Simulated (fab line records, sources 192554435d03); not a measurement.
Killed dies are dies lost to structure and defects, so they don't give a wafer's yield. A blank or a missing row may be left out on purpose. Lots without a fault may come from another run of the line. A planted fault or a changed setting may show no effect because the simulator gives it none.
Chamber matching | flow n5_finfet | N5_BEOL_M2_ALD_98 on ald_sin-01: 4 sister chambers
The step deposits SiO2, target thk 2.5 nm, pulse time 1 s, co reactant pulse time 1 s. 14 wafers are shown with their chamber, then 7 later ones without.

WAFERS WITH THEIR CHAMBER
wafer  | chamber | heater_power_w (W) | precursor_pulse_height_rel
L077.1 | 1       | 90                 | 1.011
L077.2 | 0       | 76                 | 1.032
L077.5 | 1       | 90                 | 1.017
L078.2 | 2       | 81                 | 1.026
L078.4 | 0       | 77                 | 1.016
L078.6 | 2       | 80                 | 1.019
L081.2 | 3       | 67                 | 1.026
L081.3 | 2       | 79                 | 1.013
L081.4 | 1       | 90                 | 1.014
L083.1 | 2       | 82                 | 0.990
L083.2 | 1       | 90                 | 0.994
L083.3 | 3       | 67                 | 0.981
L085.1 | 3       | 69                 | 1.000
L085.3 | 2       | 82                 | 0.995

SIGNATURES (means of the wafers above)
reading                    | chamber 0 | chamber 1 | chamber 2 | chamber 3 | scatter within a chamber
heater_power_w             | 76.50     | 90.00     | 80.80     | 67.67     | 0.998
precursor_pulse_height_rel | 1.02400   | 1.00900   | 1.00860   | 1.00233   | 0.0156
Rule: a wafer's distance from a chamber is the root of the sum, over the readings, of the square of ((its reading less the chamber's mean) divided by the reading's scatter). The wafer belongs to the nearest chamber; if the next one is less than 2 further off, it can't be placed. The scatter: the root of (the sum of the squares of (reading less its chamber's mean) over the shown wafers, divided by (wafers less chambers)).

WAFERS WITHOUT THEIR CHAMBER
wafer  | heater_power_w (W) | precursor_pulse_height_rel
L085.5 | 77                 | 0.965
L090.1 | 74                 | 1.021
L090.3 | 68                 | 1.043
L090.4 | 81                 | 0.985
L096.1 | 68                 | 0.963
L096.4 | 76                 | 0.963
L096.5 | 79                 | 1.019

WHICH CHAMBER EACH WENT THROUGH
wafer  | from the rows above     | in truth
L085.5 | can't be placed: 0 or 2 | 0
L090.1 | 0                       | 0
L090.3 | 3                       | 3
L090.4 | 2                       | 2
L096.1 | 3                       | 3
L096.4 | can't be placed: 0 or 2 | 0
L096.5 | can't be placed: 2 or 0 | 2
Placed correctly: 4 of 7. Can't be placed from these rows: 3 (the true chamber is among the candidates in 3). Placed wrongly: 0.
